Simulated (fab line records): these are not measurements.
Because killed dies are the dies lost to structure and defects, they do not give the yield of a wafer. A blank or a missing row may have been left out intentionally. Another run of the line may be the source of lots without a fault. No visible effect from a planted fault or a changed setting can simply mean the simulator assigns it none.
A lot that was struck, set against a sound lot	flow nandHarc	14 steps out of a route of 1302
Sound: these wafers, L369.3, L369.5, L369.6. Wafers struck: L383.1, L383.2. The cause comes at the end.
Order at every step that has rows: each side's tool, ch and its chambers, its first start. Under that, the readings that differ: sound wafers	struck wafers	difference of the means	sigmas: that difference in standard deviations of wafers without a fault.
alike: a reading whose means differ by less than 2 such deviations, as well as words and numbers matching on both sides. not compared: withheld readings; readings where some wafer has no value; bounds like >300 that might hide an equal value; numbers whose values overlap and for which the record gives no deviation.
Wherever a step has rows on one side only, a row that says differs or no value, or a row with sigmas, the two part there. Numbers that don't overlap but have no deviation are shown without sigmas and don't part them. Lack of a reading on every wafer of one side parts them only where that side has two or more wafers.

first, 1 step without rows for these wafers: NHARC_A_ONON_D1_DEP_06 (target thk 1000 nm).
NHARC_A_ONON_D1_THK_MEAS_08: measures by ellipsometry.
  sound on filmMetro-01, day 8 13:01; struck on filmMetro-01, day 13 15:29
  alike: thkNm
next comes 1 step that has no rows for these wafers: NHARC_A_ONON_D1_DEP_09 (target thickness 1000 nm).
NHARC_A_ONON_D1_THK_MEAS_11: measures by ellipsometry.
  sound on filmMetro-02, day 8 13:34; struck on filmMetro-02, day 13 16:02
  alike: thkNm
next comes 1 step that has no rows for these wafers: NHARC_A_ONON_D1_DEP_12 (target thickness 1000 nm).
NHARC_A_ONON_D1_THK_MEAS_14: measures by ellipsometry.
  sound on filmMetro-01, day 8 14:08; struck on filmMetro-01, day 13 16:37
reading	sound	struck	difference	sigmas
thkNm (nm)	984 982 982	1009 1009	+26	+3
then, 2 steps without rows for these wafers: NHARC_A_ONON_D1_ANNEAL_15 (time 3600 s); NHARC_A_ONON_D1_DEP_16 (target thk 1000 nm).
NHARC_A_ONON_D1_THK_MEAS_18: measures by ellipsometry.
  sound on filmMetro-01, day 8 22:30; struck on filmMetro-01, day 14 00:43
  alike: thkNm
next comes 1 step that has no rows for these wafers: NHARC_A_ONON_D1_DEP_19 (target thickness 1000 nm).
NHARC_A_ONON_D1_THK_MEAS_21: measures by ellipsometry.
  sound on filmMetro-01, day 8 23:04; struck on filmMetro-02, day 14 01:17
  alike: thkNm
NHARC_A_ONON_D1_DEP_22: target thk 1000 nm.
  sound on pecvdOnon-04 ch 0, day 8 23:22; struck on pecvdOnon-01 ch 0, day 14 01:21
NHARC_A_ONON_D1_THK_MEAS_24: measures by ellipsometry.
  sound on filmMetro-02, day 8 23:46; struck on filmMetro-01, day 14 01:52
reading	sound	struck	difference	sigmas
thkNm (nm)	1000 1003 1001	681 681	-320	-25
next comes 1 step that has no rows for these wafers: NHARC_A_ONON_D1_DEP_25 (target thickness 1000 nm).

## WHERE THEY PART
Last at NHARC_A_ONON_D1_THK_MEAS_24 as far as this record goes, first at NHARC_A_ONON_D1_THK_MEAS_14.

WHY: what had been put in by the simulator
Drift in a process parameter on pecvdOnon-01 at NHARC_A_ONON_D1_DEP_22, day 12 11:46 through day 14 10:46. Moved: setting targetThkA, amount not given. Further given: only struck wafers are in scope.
